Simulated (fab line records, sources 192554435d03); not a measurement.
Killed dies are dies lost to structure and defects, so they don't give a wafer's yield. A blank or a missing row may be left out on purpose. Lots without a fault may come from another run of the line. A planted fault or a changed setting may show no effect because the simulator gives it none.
Which tool did it? | flow n5_finfet | 24 lots, 72 wafers sampled, at 1 step of a route of 1938

WHAT THE GAUGES READ, wafer by wafer
N5_BEOL_M11_THK_MEAS_01. Usual: M11_ILD_THK 267 nm, standard deviation 3.9.
lot  | measured     | on            | M11_ILD_THK (nm) | flag
L075 | day 9 08:56  | film_metro-02 | 263 265 265      |
L076 | day 9 11:40  | film_metro-02 | 262 271 274      |
L074 | day 9 14:59  | film_metro-02 | 261 271 270      |
L077 | day 10 02:23 | film_metro-02 | 262 270 270      |
L078 | day 10 09:14 | film_metro-01 | 257 267 271      |
L079 | day 10 17:14 | film_metro-02 | 265 270 270      |
L082 | day 13 14:58 | film_metro-02 | 267 266 269      |
L080 | day 13 18:51 | film_metro-01 | 265 264 268      |
L085 | day 13 19:20 | film_metro-01 | 272 266 275      |
L083 | day 13 19:52 | film_metro-02 | 266 262 269      |
L084 | day 14 01:19 | film_metro-02 | 264 269 273      |
L086 | day 14 01:46 | film_metro-01 | 264 265 271      |
L088 | day 14 05:16 | film_metro-01 | 265 266 268      |
L087 | day 14 09:13 | film_metro-01 | 265 271 270      |
L089 | day 14 11:16 | film_metro-02 | 267 270 263      |
L090 | day 14 11:49 | film_metro-01 | 266 271 271      |
L091 | day 14 17:43 | film_metro-01 | 263 266 270      |
L092 | day 14 19:56 | film_metro-01 | 269 275 276      |
L093 | day 15 05:21 | film_metro-01 | 261 267 264      |
L094 | day 15 14:31 | film_metro-02 | 263 270 270      |
L095 | day 15 16:16 | film_metro-02 | 266 271 268      |
L096 | day 16 05:44 | film_metro-01 | 257 264 271      |
L081 | day 16 18:43 | film_metro-01 | 259 268 267      |
L097 | day 16 22:36 | film_metro-01 | 267 262 268      |

WHICH TOOL RAN EACH LOT (tool, then ch and the chambers of the sampled wafers, then the start)
The record holds no process step before these readings.

WHAT THE TOOLS THEMSELVES READ (means of the sampled wafers that have a number; where no wafer has one, the mark that the record gives instead)
The record holds no such reading with a usual standard deviation.

THE ANSWER, worked out from the rows above alone
Rule: a lot is off if the mean of its wafers that have a number lies more than 3 standard deviations from the usual mean. A lot without any number at a reading at which 4 lots or more have one is off too. The other lots that the step has rows for count as sound. The gauges are gone through in route order, then the tools' own readings, and for those a lot's mean is taken as printed above. The first step at which some lot is off is used, and at that step the reading that is off furthest; a lot without a number counts as furthest.
No lot is off at any reading shown: from this, nothing can be told.

WHAT THE SIMULATOR HAD PUT IN
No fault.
